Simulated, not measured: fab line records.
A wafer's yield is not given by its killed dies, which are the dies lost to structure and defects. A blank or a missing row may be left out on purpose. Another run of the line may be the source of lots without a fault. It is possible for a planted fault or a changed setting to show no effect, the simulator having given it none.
Lot-split experiment + flow n5_finfet + 7 lots, 21 wafers read, on a route of 1938 steps

THE SPLIT
At N5_SD_EPI_N_ETCH_35 (etches SOC in N2/H2, overetch 108 nm, time 486 s), the setting time_s was moved away from the recipe's 486 s on 6 of the 21 wafers read, by -22.2% to -6.2%. This setting was run at the recipe's value on the other wafers.

SPLIT TO READING: what lies between them in the file, 1 step
- N5_SD_EPI_N_STRIP_36: strips in N2/H2

THE READING
SiARC_of_SD_EPI_N_COAT_33.thk_nm (the simulator's own value, which no gauge read), in nm, at N5_SD_EPI_N_ETCHBACK_44 (etches SiNx in CH3F/O2, stops on SiO2, target depth 14.5 nm). The file gives no usual value for it. The 15 wafers here that ran the recipe average 16.1 nm, standard deviation 0.23 nm.

| wafer  | tool, chamber at the split | time_s as run, s | against the recipe | SiARC_of_SD_EPI_N_COAT_33.thk_nm, nm | against lot-mates on the recipe |
|--------|----------------------------|------------------|--------------------|--------------------------------------|---------------------------------|
| L075.1 | rie_diel-01, 3,0,2         | 486              | recipe             | 16                                   | -                               |
| L075.2 | rie_diel-01, 3,0,2         | 486              | recipe             | 16.2                                 | -                               |
| L075.3 | rie_diel-01, 3,0,2         | 486              | recipe             | 16.2                                 | -                               |
| L076.3 | rie_diel-01, 0             | 486              | recipe             | 16                                   | -                               |
| L076.4 | rie_diel-01, 3             | 378.1            | -22.2%             | 19.4                                 | +3.5                            |
| L076.6 | rie_diel-01, 0             | 486              | recipe             | 15.8                                 | -                               |
| L081.1 | rie_diel-05, 0             | 486              | recipe             | 16.6                                 | -                               |
| L081.2 | rie_diel-05, 3             | 418.8            | -13.8%             | 18                                   | +1.5                            |
| L081.3 | rie_diel-05, 2             | 486              | recipe             | 16.4                                 | -                               |
| L083.1 | rie_diel-04, 3,0           | 486              | recipe             | 16.2                                 | -                               |
| L083.2 | rie_diel-04, 2             | 456              | -6.2%              | 17.2                                 | +1.1                            |
| L083.3 | rie_diel-04, 3,0           | 486              | recipe             | 16                                   | -                               |
| L086.3 | rie_diel-01, 2             | 454.1            | -6.6%              | 17.2                                 | +1.2                            |
| L086.4 | rie_diel-01, 3             | 454.1            | -6.6%              | 17.2                                 | +1.2                            |
| L086.6 | rie_diel-01, 3             | 486              | recipe             | 16                                   | -                               |
| L089.1 | rie_diel-05, 1             | 486              | recipe             | 16.4                                 | -                               |
| L089.3 | rie_diel-05, 0             | 486              | recipe             | 16.4                                 | -                               |
| L089.4 | rie_diel-05, 3             | 435.2            | -10.5%             | 17.6                                 | +1.2                            |
| L090.4 | rie_diel-05, 3             | 486              | recipe             | 16                                   | -                               |
| L090.5 | rie_diel-05, 0,3           | 486              | recipe             | 16                                   | -                               |
| L090.6 | rie_diel-05, 0,3           | 486              | recipe             | 15.8                                 | -                               |
If several chambers appear in one row, that row covers several wafers at once and the file leaves open which wafer was in which chamber.

THE FIT
A straight line over all 21 wafers: SiARC_of_SD_EPI_N_COAT_33.thk_nm changes by -0.146 nm for each +1% of time_s; r = -0.97; the points scatter about the line by 0.21 nm.
The same after taking each lot's own level away (the mean of its wafers on the recipe; 21 wafers): -0.145 nm for each +1%; r = -0.98; scatter 0.19 nm.
On that fit, the largest move of time_s shifts the reading by 3.2 nm.
From 15.90 to 16.50 nm: that is the span of the lots' own levels, equal to 2.6 times the standard deviation above.
The two slopes are in agreement: the lot-to-lot level therefore moves the slope only a little.
Check: with one of the wafers moved furthest among these (-22.2%) left out of the fit, the line predicts +2.88 nm for it against its lot-mates. Against them it came out at +3.5 nm.

OTHER SPLITS ON THESE WAFERS
Other splits were also applied to these wafers ahead of the reading. Each is held against what the fit with the lots' levels taken away leaves over:
| other split on the same wafers        | wafers away from the commonest value | r with SiARC_of_SD_EPI_N_COAT_33.thk_nm (lot level and that fit taken away) |
|---------------------------------------|--------------------------------------|-----------------------------------------------------------------------------|
| N5_WELL_APT_PEB_06 peb_time_s         | 8                                    | +0.38                                                                       |
| N5_FIN_SAQP_PEB_14 peb_time_s         | 3                                    | +0.09                                                                       |
| N5_FIN_SAQP_DEVELOP_15 develop_time_s | 5                                    | -0.21                                                                       |
| N5_FIN_SAQP_FIN_ETCH_36 bias_w        | 7                                    | +0.12                                                                       |
| N5_DUMMY_GATE_CVD_03 temp_c           | 12                                   | -0.26                                                                       |
| N5_DUMMY_GATE_COAT_28 spin_rpm        | 4                                    | -0.22                                                                       |

THE WHOLE CHAIN: every reading that the file lists as answering this split, in the file's order
| step                    | what it does                                                | reading                                                                           | change (the file's fit)               | r (the file's) |
|-------------------------|-------------------------------------------------------------|-----------------------------------------------------------------------------------|---------------------------------------|----------------|
| N5_SD_EPI_N_ETCH_35     | etches SOC in N2/H2, overetch 108 nm, time 486 s            | SiARC_of_SD_EPI_N_COAT_33.thk_nm (the simulator's own value, which no gauge read) | -0.148 nm for each +1% of the setting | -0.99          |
| N5_SD_EPI_N_ETCHBACK_44 | etches SiNx in CH3F/O2, stops on SiO2, target depth 14.5 nm | SiARC_of_SD_EPI_N_COAT_33.thk_nm (the simulator's own value, which no gauge read) | -0.144 nm for each +1% of the setting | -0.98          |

THE FILE'S OWN FIT
SiARC_of_SD_EPI_N_COAT_33.thk_nm changes by -0.144 nm for each +1% of time_s, r = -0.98.
